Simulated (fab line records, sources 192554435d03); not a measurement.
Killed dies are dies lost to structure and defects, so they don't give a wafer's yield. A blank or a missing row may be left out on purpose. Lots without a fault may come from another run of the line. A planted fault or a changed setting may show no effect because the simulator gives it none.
One fault seen from 2 desks | flow n5_finfet | each desk has only its own numbers; what lay behind them comes last

THE METROLOGY DESK
What the gauges read, lot by lot, whatever tool the lot ran on: means of the sampled wafers that have a number. A lot is out of limits, marked OUT, if its mean lies more than 4 standard deviations from the usual mean; the brackets give that distance. Of its 10 readings 7 are shown: those that lie furthest out on some lot.
Columns: A = DIBL_N at N5_BEOL_M4_RC_MEAS_101, usual 37.5 mV/V; B = IOFF_N at N5_BEOL_M4_RC_MEAS_101, usual 0.18 nA/um; C = ION_N at N5_BEOL_M4_RC_MEAS_101, usual 677 uA/um; D = ION_P at N5_BEOL_M4_RC_MEAS_101, usual 464 uA/um; E = SS_N at N5_BEOL_M4_RC_MEAS_101, usual 72.0 mV/dec; F = SS_P at N5_BEOL_M4_RC_MEAS_101, usual 73.5 mV/dec; G = VT_N at N5_BEOL_M4_RC_MEAS_101, usual 249 mV
lot  | first seen here | A    | B    | C   | D   | E    | F    | G
L469 | day 7 19:11     | 37.4 | 0.19 | 676 | 458 | 72.1 | 73.9 | 247
L476 | day 10 03:35    | 38.4 | 0.19 | 681 | 468 | 72.2 | 73.7 | 251
L477 | day 10 05:58    | 37.7 | 0.19 | 671 | 464 | 72.0 | 74.1 | 251
L484 | day 12 09:32    | 40.5 | 0.22 | 686 | 463 | 73.2 | 74.1 | 247
L487 | day 12 19:04    | 37.7 | 0.16 | 678 | 463 | 71.9 | 72.8 | 249
L489 | day 13 10:23    | 37.6 | 0.20 | 678 | 469 | 72.4 | 73.3 | 248
This desk's finding: nothing out of limits on any of the 6 lots.

THE TOOL OWNER'S DESK: cvd_w-01
The tool's own readings at N5_HKMG_FIN_ALD_72 (deposits W, target thk 2 nm, pulse time 1 s, purge time 2 s): means of the sampled wafers that have a number, for each lot that ran on this tool. A lot is out of limits, marked OUT, if its mean lies more than 4 standard deviations from the usual mean; the brackets give that distance.
Columns: A = heater_power_w at N5_HKMG_FIN_ALD_72, usual 501 W; B = precursor_pulse_height_rel at N5_HKMG_FIN_ALD_72, usual 1.001
lot  | first seen here | A   | B
L469 | day 4 10:43     | 505 | 1.019
L476 | day 6 10:16     | 505 | 1.000
L477 | day 6 16:57     | 506 | 0.991
This desk's finding: nothing out of limits on any of the 3 lots.

PUT TOGETHER
The metrology desk saw nothing out of limits.
The tool owner's desk saw nothing out of limits.

WHAT THE SIMULATOR HAD PUT IN
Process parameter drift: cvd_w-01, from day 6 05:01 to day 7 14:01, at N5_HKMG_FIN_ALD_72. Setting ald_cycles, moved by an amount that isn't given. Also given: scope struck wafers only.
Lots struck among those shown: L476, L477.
